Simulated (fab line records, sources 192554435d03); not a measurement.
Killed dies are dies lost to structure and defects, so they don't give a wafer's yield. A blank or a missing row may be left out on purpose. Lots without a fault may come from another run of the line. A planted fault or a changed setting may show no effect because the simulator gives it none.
fab line records | flow n5_finfet
record lots=10 wafers=30 last_day=18
route steps=1938 shown BEOL_M0@732 BEOL_M1@755 BEOL_M4@1111
lots that met no fault: from a run of the same line without faults
start_h: hours from the record's first day to the start of the lot's first wafer shown | wait_h: hours since the lot's step before | " the same as in the row above | L1.1+2: a row that stands for several wafers | - no value, or no start given | * or withheld: withheld | < > ~ a bound
route shown NAME@n: a module of which the file shows steps, and the number in the route of the first | usual: mean/standard deviation of fault-free wafers | same: alike in all rows | chamber/n: place in a boat | sites: the reading at each site | _std_site: their standard deviation | _edge_site: outer sites' mean less inner sites' | radius_mm: how far each site lies from the wafer's centre | mask NAME#n: copy n | behind: the tool/chamber that last shaped the wafer | hold: why the lot was held/for how many hours/how that ended | device: the transistor (n, p or np) that didn't switch | end of line: the same wafers' tests at the end of the route | a step without rows: its recipe alone | killed: dies lost to structure and defects at the first sort, not the wafer's yield | map: a wafer's dies, x killed, . not, _ none there
set.NAME: the setting as run; set.NAME@STEP: as run at that earlier step | model.NAME: the simulator's own value behind a step, which no gauge read
steps of the route over a sample of lots; a table a step, a row a wafer
services: from which hour (start_h, from the record's first day; less than 0 if before it) a tool's chamber was out of use, for how many hours, and why
## steps
# step N5_BEOL_M0_SURFACE_TREAT_137
# recipe gas=Ar time_s=* ion_energy_ev=* ion_current_ma_cm2=0.5 pressure_mtorr=* ar_flow_sccm=30
# usual throttle_valve_pct=*
# columns lot.wafer tool chamber start_h wait_h throttle_valve_pct
L634.3 pvd_sputter-03 - 127.35 1.2 *
L634.4 " - " " *
L634.5 " - " " *
L635.3 pvd_sputter-01 - 130.01 0.4 *
L635.4 " - " " *
L635.6 " - " " *
L636.3 pvd_sputter-01 - 138.17 0.3 *
L636.4 " - " " *
L636.6 " - " " *
L638.1 pvd_sputter-01 - 145.81 0.1 *
L638.2 " - " " *
L638.4 " - " " *
L646.3 pvd_sputter-01 - 197.38 0.1 *
L646.4 " - " " *
L646.6 " - " " *
L648.4 pvd_sputter-02 - 209.21 0.3 *
L648.5 " - " " *
L648.6 " - " " *
L647.2 pvd_sputter-03 - 215.49 0.1 *
L647.5 " - " " *
L647.6 " - " " *
L649.1 pvd_sputter-02 - 220.39 0.1 *
L649.3 " - " " *
L649.5 " - " " *
L651.3 pvd_sputter-03 - 234.66 0.1 *
L651.5 " - " " *
L651.6 " - " " *
L656.1 pvd_sputter-03 - 254.28 0.2 *
L656.5 " - " " *
L656.6 " - " " *
# step N5_BEOL_M0_ANNEAL_119
# recipe temp_c=225 time_s=90 ambient=N2
# usual anneal_temp_c_max=226.04/0.26 wafer_temp_C_max=225.85/0.25
# columns lot.wafer tool chamber start_h wait_h anneal_temp_c_max wafer_temp_C_max
L634.3 rtp_anneal-02 0 128.27 0.1 226.04 226.08
L634.4 " 0 " " 225.97 225.97
L634.5 " 0 " " 226.46 226.09
L635.3 rtp_anneal-02 0 131.10 0.2 226.76 225.75
L635.4 " 0 " " 226.34 226.13
L635.6 " 0 " " 226.08 225.76
L636.3 rtp_anneal-01 0 138.99 0.1 226.04 225.61
L636.4 " 0 " " 225.87 225.71
L636.6 " 0 " " 226.21 225.50
L638.1 rtp_anneal-01 0 147.57 0.1 226.18 226.22
L638.2 " 0 " " 225.99 225.78
L638.4 " 0 " " 226.55 225.78
L646.3 rtp_anneal-02 0 199.90 0.1 226.10 225.91
L646.4 " 0 " " 226.00 225.93
L646.6 " 0 " " 226.65 226.39
L648.4 rtp_anneal-01 0 211.57 0.2 225.85 225.62
L648.5 " 0 " " 225.91 225.89
L648.6 " 0 " " 225.93 226.00
L647.2 rtp_anneal-01 0 216.31 0.1 225.80 225.62
L647.5 " 0 " " 225.95 226.23
L647.6 " 0 " " 225.95 225.83
L649.1 rtp_anneal-02 0 221.25 0.2 226.49 225.77
L649.3 " 0 " " 226.13 225.59
L649.5 " 0 " " 226.06 225.47
L651.3 rtp_anneal-02 0 237.33 0.1 225.98 225.19
L651.5 " 0 " " 225.90 225.84
L651.6 " 0 " " 225.56 225.40
L656.1 rtp_anneal-01 0 255.81 0.8 226.75 225.82
L656.5 " 0 " " 226.04 225.99
L656.6 " 0 " " 226.10 225.84
# step N5_BEOL_M0_CMP_120
# recipe stop_on=SiOC t_overpolish_s=6.9 down_force_psi=1 platen_rpm=50 clearing_platen_down_force_psi=1.5 clearing_platen_rpm=50 post_cmp_clean=cu_alkaline clearing_platen_pad_velocity_m_s=0.99484 pad_velocity_m_s=0.99484
# usual barrier_field_endpoint_s=3.63/0.11 motor_current_A=5.4/0.66 overpolish_run_s=6.900/0.0097 pad_life_wafers=1134/570 retaining_ring_pressure_frac=1.001/0.0049 time_to_endpoint_s=63.8/2.6
# columns lot.wafer tool chamber start_h wait_h barrier_field_endpoint_s motor_current_A overpolish_run_s pad_life_wafers retaining_ring_pressure_frac time_to_endpoint_s
L634.3 cmp-04 3 128.53 0.2 3.63 5.3 6.898 541 0.997 62.7
L634.4 " 1 " " 3.54 6.3 6.901 543 0.994 64.5
L634.5 " 3 " " 3.45 5.2 6.899 - 0.997 60.6
L635.3 cmp-02 2 132.56 1.4 3.72 4.5 6.904 1044 1.006 65.3
L635.4 " 3 " " 3.83 4.9 6.895 1045 0.994 67.2
L635.6 " 2 " " 3.62 4.4 6.902 - 1.006 63.5
L636.3 cmp-04 0 139.20 0.2 3.58 4.7 6.899 618 0.998 64.3
L636.4 " 1 " " 3.58 6.6 6.901 619 1.000 63.4
L636.6 " 0 " " 3.54 4.4 6.896 - 1.004 64.3
L638.2 cmp-04 1 147.87 0.2 3.76 6.7 6.890 690 1.001 69.6
L638.1 " 3 " " 3.75 5.6 6.885 692 1.006 67.2
L638.4 " 0 " " 3.62 4.8 6.905 693 0.989 65.0
L646.3 cmp-02 2 200.14 0.2 3.60 4.6 6.908 1513 1.001 66.2
L646.4 " 3 " " 3.63 5.0 6.917 1514 1.003 66.6
L646.6 " 2 " " 3.57 4.5 6.897 - 1.001 62.9
L648.4 cmp-04 1 211.85 0.2 3.59 6.7 6.902 1275 1.004 64.7
L648.5 " 2 " " 3.54 5.5 6.902 - 1.005 62.7
L648.6 " 3 " " 3.48 5.8 6.894 - 1.006 66.2
L647.2 cmp-03 0 216.56 0.2 3.65 5.0 6.906 102 0.995 62.7
L647.5 " 0 " " 3.63 5.1 6.899 - 1.004 62.6
L647.6 " 1 " " 3.51 5.0 6.894 - 1.005 67.3
L649.3 cmp-02 0 221.54 0.2 3.87 6.1 6.879 1662 0.994 70.3
L649.1 " 2 " " 3.70 4.6 6.905 1664 1.001 66.7
L649.5 " 1 " " 3.77 5.8 6.912 - 0.998 64.4
L651.3 cmp-03 0 237.62 0.2 3.55 5.0 6.900 278 1.004 59.5
L651.6 " 2 " " 3.58 5.5 6.904 - 1.003 62.9
L651.5 " 3 " " 3.49 6.2 6.882 - 0.999 61.3
L656.1 cmp-04 0 256.11 0.3 3.63 4.6 6.902 1596 1.000 62.9
L656.5 " 0 " " 3.63 4.6 6.910 - 0.997 62.2
L656.6 " 1 " " 3.71 6.4 6.885 - 0.998 63.5
# step N5_BEOL_M1_COAT_61
# recipe resist=SOC temp_c=250 time_s=60 spin_rpm=1500 resist_thk_nm=60
# usual spin_speed_rpm=1499.9/0.89
# columns lot.wafer tool chamber start_h wait_h spin_speed_rpm
L634.3 litho_track-02 0 129.68 0.1 1498.2
L634.4 " 0 " " 1499.6
L634.5 " 0 " " 1500.0
L635.3 litho_track-02 0 135.48 0.1 1498.5
L635.4 " 0 " " 1500.0
L635.6 " 0 " " 1498.5
L636.3 litho_track-02 0 141.04 0.1 1499.3
L636.4 " 0 " " 1499.8
L636.6 " 0 " " 1501.1
L638.1 litho_track-01 0 149.18 0.1 1500.4
L638.2 " 0 " " 1499.6
L638.4 " 0 " " 1500.1
L646.3 litho_track-02 0 204.40 0.1 1539.9
L646.4 " 0 " " 1541.4
L646.6 " 0 " " 1540.8
L648.4 litho_track-02 0 214.18 0.1 1542.3
L648.5 " 0 " " 1540.4
L648.6 " 0 " " 1540.9
L647.2 litho_track-01 0 219.29 0.1 1498.8
L647.5 " 0 " " 1500.3
L647.6 " 0 " " 1500.5
L649.1 litho_track-01 0 222.94 0.1 1499.6
L649.3 " 0 " " 1498.5
L649.5 " 0 " " 1499.2
L651.3 litho_track-01 0 238.74 0.1 1499.9
L651.5 " 0 " " 1500.4
L651.6 " 0 " " 1500.3
L656.1 litho_track-03 0 257.63 0.1 1499.6
L656.5 " 0 " " 1498.7
L656.6 " 0 " " 1500.4
# step N5_BEOL_M4_RC_MEAS_101
# usual DIBL_N=36.3/2 DIBL_P=36.3/2.4 IOFF_N=0.16/0.034 IOFF_P=0.21/0.035 ION_N=672/12 ION_P=459/6.5 SS_N=71.6/0.67 SS_P=73.3/0.71 VT_N=250/3.5 VT_P=-251/3
# columns lot.wafer tool chamber start_h wait_h DIBL_N[mV/V] DIBL_P[mV/V] IOFF_N[nA/um] IOFF_P[nA/um] ION_N[uA/um] ION_P[uA/um] SS_N[mV/dec] SS_P[mV/dec] VT_N[mV] VT_P[mV]
L634.3 prober-01 0 171.06 0.3 35.5 35.7 0.15 0.20 662 458 71.6 73.3 250 -251
L634.4 " 0 " " 35.7 35.9 0.15 0.21 661 459 71.4 72.8 254 -251
L634.5 " 0 " " 34.9 34.7 0.13 0.19 655 450 71.9 72.6 251 -251
L635.3 prober-02 0 175.68 0.3 32.6 31.7 0.10 0.15 651 456 70.0 72.0 259 -256
L635.4 " 0 " " 32.3 31.6 0.10 0.15 653 453 69.8 71.8 256 -253
L635.6 " 0 " " 32.3 31.5 0.10 0.15 664 456 70.1 72.1 257 -254
L636.3 prober-02 0 184.97 0.3 35.0 34.4 0.14 0.18 666 453 71.1 73.2 249 -254
L636.4 " 0 " " 33.2 31.5 0.10 0.13 647 440 70.8 72.8 256 -256
L636.6 " 0 " " 33.3 32.3 0.11 0.15 650 452 70.9 72.7 256 -253
L638.1 prober-02 0 197.18 0.0 35.9 34.6 0.14 0.17 657 444 71.6 73.7 255 -256
L638.2 " 0 " " 39.3 38.7 0.22 0.23 689 463 73.1 74.5 247 -251
L638.4 " 0 " " 35.9 34.3 0.15 0.16 672 452 72.0 73.3 251 -256
L646.3 prober-01 0 261.57 0.3 35.5 37.5 0.15 0.22 664 458 72.0 73.6 253 -248
L646.4 " 0 " " 36.9 38.8 0.19 0.23 671 459 72.6 73.9 249 -249
L646.6 " 0 " " 38.3 40.6 0.22 0.28 679 465 72.3 74.3 244 -247
L648.4 prober-01 0 286.85 0.5 33.0 33.7 0.12 0.18 658 457 71.0 72.3 253 -250
L648.5 " 0 " " 36.1 36.9 0.17 0.23 656 454 71.5 73.2 250 -248
L648.6 " 0 " " 35.6 36.2 0.15 0.22 669 455 71.2 73.1 250 -251
L647.2 prober-01 0 288.35 0.2 40.2 39.4 0.22 0.27 683 469 72.0 74.3 245 -246
L647.5 " 0 " " 37.9 37.2 0.17 0.22 667 463 71.9 74.1 249 -249
L647.6 " 0 " " 37.9 36.3 0.16 0.21 667 457 71.3 74.1 251 -251
L649.1 prober-02 0 302.96 0.0 36.1 37.3 0.15 0.22 661 462 71.3 73.1 249 -248
L649.3 " 0 " " 36.9 37.7 0.16 0.22 669 469 70.7 72.8 249 -245
L649.5 " 0 " " 36.7 38.0 0.16 0.22 684 474 72.0 73.5 249 -248
L651.3 prober-02 0 319.02 0.3 37.0 38.8 0.20 0.25 682 462 71.8 74.3 247 -248
L651.5 " 0 " " 34.8 34.8 0.15 0.19 666 454 71.2 74.1 249 -252
L651.6 " 0 " " 38.7 38.5 0.24 0.24 676 458 72.4 74.0 244 -249
L656.1 prober-01 0 326.38 0.0 36.8 37.1 0.19 0.22 680 459 71.8 73.0 248 -249
L656.5 " 0 " " 37.2 37.9 0.20 0.24 679 459 72.0 73.4 246 -248
L656.6 " 0 " " 36.1 36.1 0.18 0.21 684 462 72.0 72.6 245 -251
## services
# columns tool chamber start_h hours kind
pvd_sputter-02 - 115.86 8.0 repair
cmp-03 - 147.29 3.1 repair
cmp-02 - 156.03 16.5 pm
litho_track-01 - 170.04 - consumable_replace:filter
cmp-03 - 184.75 1.7 repair
cmp-03 - 191.84 4.0 pm
pvd_sputter-02 - 197.53 7.5 repair
cmp-02 - 203.16 2.4 repair
cmp-03 - 205.24 4.4 pm
cmp-02 - 226.00 6.5 pm
cmp-04 - 236.49 3.8 pm
## key
first_sign step=N5_BEOL_M1_COAT_61 reading=spin_speed_rpm direction=up sigmas=46 usual=* struck=*
effect none on later readings
met_at N5_BEOL_M1_COAT_61
struck_lots L646,L648
not_acting_at N5_BEOL_M0_SURFACE_TREAT_137,N5_BEOL_M0_ANNEAL_119,N5_BEOL_M0_CMP_120
onset_between 141.04 204.40
fault kind=process_parameter_drift tool=litho_track-02 chamber=- onset_h=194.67 steps=N5_BEOL_M1_COAT_61 channel=spin_rpm offset=* shape=step end_h=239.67 acts_in=* stated=*
